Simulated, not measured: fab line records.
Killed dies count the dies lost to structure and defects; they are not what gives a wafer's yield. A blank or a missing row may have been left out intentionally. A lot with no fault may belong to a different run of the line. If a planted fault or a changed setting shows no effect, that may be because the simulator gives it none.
Which tool is to blame? | flow n5_finfet | Sampling: 24 lots, 72 wafers, 3 of 1938 route steps

## WHAT THE GAUGES SHOWED, per wafer
N5_FIN_SAQP_CD_MEAS_16: the cd target is 35.6 nm.
lot  | measured    | on        | cd_nm (nm)
L074 | day 1 21:08 | cd_sem-02 | 35.6 35.9 35.7
L075 | day 2 03:06 | cd_sem-03 | 35.0 35.3 35.7
L076 | day 2 11:23 | cd_sem-02 | 35.6 35.5 35.8
L077 | day 2 15:43 | cd_sem-02 | 35.8 35.5 35.5
L078 | day 2 21:12 | cd_sem-03 | 35.7 35.4 35.4
L079 | day 3 04:11 | cd_sem-01 | 36.0 36.0 35.6
L080 | day 3 10:05 | cd_sem-02 | 35.7 35.9 35.9
L081 | day 3 15:40 | cd_sem-03 | 35.8 36.1 35.9
L082 | day 3 21:47 | cd_sem-02 | 35.6 35.3 35.8
L083 | day 4 03:37 | cd_sem-02 | 35.8 35.5 35.9
L084 | day 4 09:40 | cd_sem-02 | 36.0 35.8 36.0
L085 | day 4 15:33 | cd_sem-01 | 35.4 35.8 35.4
L086 | day 4 21:20 | cd_sem-02 | 35.8 35.6 35.7
L087 | day 5 04:32 | cd_sem-02 | 35.4 34.8 35.2
L088 | day 5 09:59 | cd_sem-02 | 34.9 35.9 35.4
L089 | day 5 16:57 | cd_sem-01 | 35.9 35.5 34.7
L090 | day 5 21:49 | cd_sem-01 | 35.5 35.5 35.9
L091 | day 6 03:28 | cd_sem-03 | 35.5 35.2 35.4
L092 | day 6 09:52 | cd_sem-01 | 35.7 35.9 35.3
L093 | day 6 15:15 | cd_sem-02 | 34.8 35.6 35.4
L094 | day 6 21:45 | cd_sem-01 | 35.0 35.6 35.6
L095 | day 7 03:43 | cd_sem-02 | 35.8 35.8 35.5
L096 | day 7 09:39 | cd_sem-01 | 35.3 35.4 35.8
L097 | day 7 15:33 | cd_sem-03 | 35.9 35.5 35.7

N5_FIN_SAQP_OVL_MEAS_17.
lot  | measured    | on         | FIN_CORE_OVL (nm)
L074 | day 1 21:10 | overlay-01 | 0.7 0.0 0.2
L075 | day 2 03:08 | overlay-01 | 0.6 1.0 -1.3
L076 | day 2 11:26 | overlay-02 | 0.8 0.3 0.3
L077 | day 2 15:46 | overlay-01 | 1.2 0.1 0.8
L078 | day 2 21:14 | overlay-02 | -0.1 -0.2 0.4
L079 | day 3 04:13 | overlay-01 | 0.6 0.3 1.6
L080 | day 3 10:08 | overlay-01 | -0.8 -1.6 -0.3
L081 | day 3 15:42 | overlay-02 | -0.7 0.5 -0.3
L082 | day 3 21:50 | overlay-01 | 0.4 0.2 1.1
L083 | day 4 03:39 | overlay-02 | 0.7 -0.1 1.6
L084 | day 4 09:43 | overlay-01 | 0.0 -1.1 -0.5
L085 | day 4 15:35 | overlay-01 | -0.4 0.2 1.5
L086 | day 4 21:23 | overlay-02 | 0.2 1.0 0.9
L087 | day 5 04:34 | overlay-01 | 0.3 1.5 -0.6
L088 | day 5 10:02 | overlay-01 | -0.4 -0.3 1.1
L089 | day 5 16:59 | overlay-01 | 0.2 1.3 0.5
L090 | day 5 21:52 | overlay-01 | 1.1 0.2 -0.7
L091 | day 6 03:31 | overlay-01 | -1.2 -0.9 -1.4
L092 | day 6 09:53 | overlay-01 | 0.2 -0.3 -0.2
L093 | day 6 15:17 | overlay-01 | -0.5 0.5 0.2
L094 | day 6 21:47 | overlay-01 | -0.6 -1.9 -0.7
L095 | day 7 03:44 | overlay-01 | 0.4 -0.4 0.9
L096 | day 7 09:41 | overlay-02 | -0.5 -0.3 -0.3
L097 | day 7 15:35 | overlay-01 | -1.1 0.3 -0.8

## WHICH TOOL RAN EACH LOT (tool, then ch and the chambers of the sampled wafers, then the start)
lot  | N5_FIN_SAQP_HM_DEP_03
L074 | pecvd-04 ch 0,1,2, day 1 20:29
L075 | pecvd-02 ch 0,1,2, day 2 02:19
L076 | pecvd-04 ch 0,1, day 2 10:31
L077 | pecvd-04 ch 0,1, day 2 15:02
L078 | pecvd-02 ch 1,2, day 2 20:23
L079 | pecvd-01 ch 0,1, day 3 03:23
L080 | pecvd-04 ch 0,2, day 3 09:18
L081 | pecvd-01 ch 1,2, day 3 14:53
L082 | pecvd-04 ch 0,2, day 3 21:01
L083 | pecvd-02 ch 0,1, day 4 02:50
L084 | pecvd-02 ch 0,1,2, day 4 08:54
L085 | pecvd-01 ch 0,1,2, day 4 14:46
L086 | pecvd-04 ch 0,2, day 4 20:34
L087 | pecvd-02 ch 0,1,2, day 5 03:52
L088 | pecvd-04 ch 0,1,2, day 5 09:20
L089 | pecvd-04 ch 0,1, day 5 16:10
L090 | pecvd-04 ch 0,1,2, day 5 21:02
L091 | pecvd-04 ch 0,1,2, day 6 02:41
L092 | pecvd-01 ch 0,1, day 6 09:12
L093 | pecvd-04 ch 0,2, day 6 14:28
L094 | pecvd-01 ch 0,1,2, day 6 21:06
L095 | pecvd-01 ch 0,1,2, day 7 03:03
L096 | pecvd-02 ch 0,1,2, day 7 09:00
L097 | pecvd-04 ch 0,1,2, day 7 14:47
- N5_FIN_SAQP_HM_DEP_03: deposits SiNx from SiH4/NH3/N2, target thk 38 nm, time 33.6 s.

## WHAT THE TOOLS THEMSELVES READ (means of the sampled wafers that have a number; where no wafer has one, the mark that the record gives instead)
N5_FIN_SAQP_HM_DEP_03.
lot  | tool     | heater_power_w (W) | showerhead_plenum_p_Torr (Torr) | throttle_valve_pct (%)
L074 | pecvd-04 | 735                | 5.18                            | 42.9
L075 | pecvd-02 | 730                | 5.14                            | 38.7
L076 | pecvd-04 | 670                | 5.11                            | 43.0
L077 | pecvd-04 | 743                | 5.11                            | 42.9
L078 | pecvd-02 | 734                | 5.13                            | 38.3
L079 | pecvd-01 | 755                | 5.11                            | 40.2
L080 | pecvd-04 | 709                | 5.26                            | 39.8
L081 | pecvd-01 | 766                | 5.16                            | 38.7
L082 | pecvd-04 | 714                | 5.26                            | 39.7
L083 | pecvd-02 | 772                | 5.14                            | 39.3
L084 | pecvd-02 | 778                | 5.14                            | 38.8
L085 | pecvd-01 | 824                | 5.13                            | 39.2
L086 | pecvd-04 | 724                | 5.26                            | 39.8
L087 | pecvd-02 | 769                | 5.13                            | 38.8
L088 | pecvd-04 | 701                | 5.18                            | 41.6
L089 | pecvd-04 | 786                | 5.21                            | 41.9
L090 | pecvd-04 | 758                | 5.19                            | 41.6
L091 | pecvd-04 | 760                | 5.18                            | 41.3
L092 | pecvd-01 | 768                | 5.12                            | 40.3
L093 | pecvd-04 | 793                | 5.26                            | 40.0
L094 | pecvd-01 | 857                | 5.14                            | 39.6
L095 | pecvd-01 | 787                | 5.15                            | 39.4
L096 | pecvd-02 | 751                | 5.15                            | 38.9
L097 | pecvd-04 | 726                | 5.19                            | 41.7

## THE ANSWER, worked out from the rows above alone
Rule: what is usual is taken from the lots themselves. The widest of any qualifying gaps counts: lots, ordered by their means at a reading, are off when they make up no more than a third of the lots, leave a main group of 4 or more, and stand apart from it by 3 or more times the standard deviation of that group's means. A main group is skipped when, at the precision printed for the reading in the tables above, its means are all equal. Also off: a lot with no number at a reading for which 4 or more lots have one. Any other lot the step has rows for is counted as sound. Order of review: gauges by route order, followed by the tools' own readings, for which a lot's mean as printed above is used. At the first step where some lot is off, the reading lying furthest off is the one used; lots without a number count as furthest.
Nothing can be told from this: no lot is off at any reading shown.

## WHAT WAS PUT IN BY THE SIMULATOR
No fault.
